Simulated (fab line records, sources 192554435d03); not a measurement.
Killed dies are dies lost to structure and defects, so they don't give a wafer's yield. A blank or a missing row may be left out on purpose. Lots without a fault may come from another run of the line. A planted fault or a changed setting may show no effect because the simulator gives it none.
Problem report in the 8D (eight disciplines) form, filled by code | flow n5_finfet | the parts of the form that need people (team, actions taken, sign-off) are left out

1. THE PROBLEM
bias_w at N5_BEOL_M8_ETCH_62 reads a mean of 132.2 W on 3 wafers of 2 lots; wafers without a fault read 150.0 W with a standard deviation of 0.49. That is -36 standard deviations from the usual mean.
The step: etches SOC in N2/H2, target depth 110 nm, overetch 22 nm, time 165 s.
First seen on wafer L456.2, day 11 18:55, on rie_diel-01. The record holds 30 wafers of 10 lots with a number at this step. Rule for "out", or "out of limits": more than 4 standard deviations from the usual mean. The other wafers with a number count as sound.

2. WHAT IT IS AND WHAT IT IS NOT
question                    | is                     | is not
which readings at this step | bias_w, rf_vpp_V       | drypump_motor_current_A, oes_product_au, rf_fwd_power_W, showerhead_plenum_p_Torr, throttle_valve_pct
which lots                  | L456, L457             | L448, L450, L453, L463, L464, L467, L468, L469
which wafers of those lots  | L456.2, L456.5, L457.5 | L456.6, L457.1, L457.3
read on which tools         | rie_diel-01            | rie_diel-03, rie_diel-06
when                        | from day 11 18:55      | up to then (10 sound wafers); but 17 sound wafers of L457, L463, L464, L467, L468, L469 came after

3. SUSPECTS, AND WHAT RULES EACH OUT
Counting: a tool at a process step up to the reading stays a suspect if it ran every lot that is out. Sound lots after the first of them don't rule it out here, since some wafers of a struck lot are sound.
- pecvd-02 at N5_BEOL_M8_ILD_DEP_00 (deposits SiCOH lowk from DEMS/porogen, target thk 179.75 nm, time 33.4 s): kept. It ran every lot that is out, first L456 (day 11 17:25); its last sound lot up to then is L453 (day 10 09:18).
- uv_cure-01 at N5_BEOL_M8_CURE_74 (cures SiCOH lowk, time 240 s): kept. It ran every lot that is out, first L456 (day 11 17:34); its last sound lot up to then is L453 (day 10 09:27).
- rie_diel-01 at N5_BEOL_M8_ETCH_61 (etches SiARC in CF4, target depth 45.5 nm, time 75.8 s): kept. It ran every lot that is out, first L456 (day 11 18:52); its last sound lot up to then is L453 (day 10 11:35).
- rie_diel-01 at N5_BEOL_M8_ETCH_62 (etches SOC in N2/H2, target depth 110 nm, overetch 22 nm, time 165 s): kept. It ran every lot that is out, first L456 (day 11 18:55); its last sound lot up to then is L453 (day 10 11:38). Its own readings are out on those wafers: bias_w, rf_vpp_V.
- Within rie_diel-01 at N5_BEOL_M8_ETCH_61: the wafers that are out ran in chamber 1; their sound lot-mates ran in chambers 0, 2, 3.
- Within rie_diel-01 at N5_BEOL_M8_ETCH_62: the wafers that are out ran in chamber 1; their sound lot-mates ran in chambers 0, 2, 3.
Left after counting: pecvd-02 at N5_BEOL_M8_ILD_DEP_00, uv_cure-01 at N5_BEOL_M8_CURE_74, rie_diel-01 at N5_BEOL_M8_ETCH_61, rie_diel-01 at N5_BEOL_M8_ETCH_62.

4. THE CAUSE (what the simulator had put in)
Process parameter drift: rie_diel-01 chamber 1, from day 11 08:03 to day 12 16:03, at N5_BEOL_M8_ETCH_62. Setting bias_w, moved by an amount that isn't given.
Counting left 4 suspects, and this tool is among them.

5. THE CHAIN OF EFFECTS, in route order
Each row: a reading whose mean over the struck wafers that have a number lies more than 3 standard deviations from the usual. Only readings for which the record gives a usual standard deviation are gone through. hours: the time from each lot's start at the first step in this table that gives one to its start at this step, as a median over the lots. sigmas: the change in usual standard deviations.
hours | step               | reading  | usual   | on struck wafers | change | sigmas
0     | N5_BEOL_M8_ETCH_62 | bias_w   | 150.0 W | 132.2            | -17.8  | -36
0     | N5_BEOL_M8_ETCH_62 | rf_vpp_V | 524.5 V | 486.7            | -37.8  | -18
The process steps in it:
- N5_BEOL_M8_ETCH_62: etches SOC in N2/H2, target depth 110 nm, overetch 22 nm, time 165 s.

6. WHAT WOULD HAVE CAUGHT IT SOONER
In this record the first reading out of limits was taken at day 11 18:55, 11 hours after the fault began at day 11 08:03.
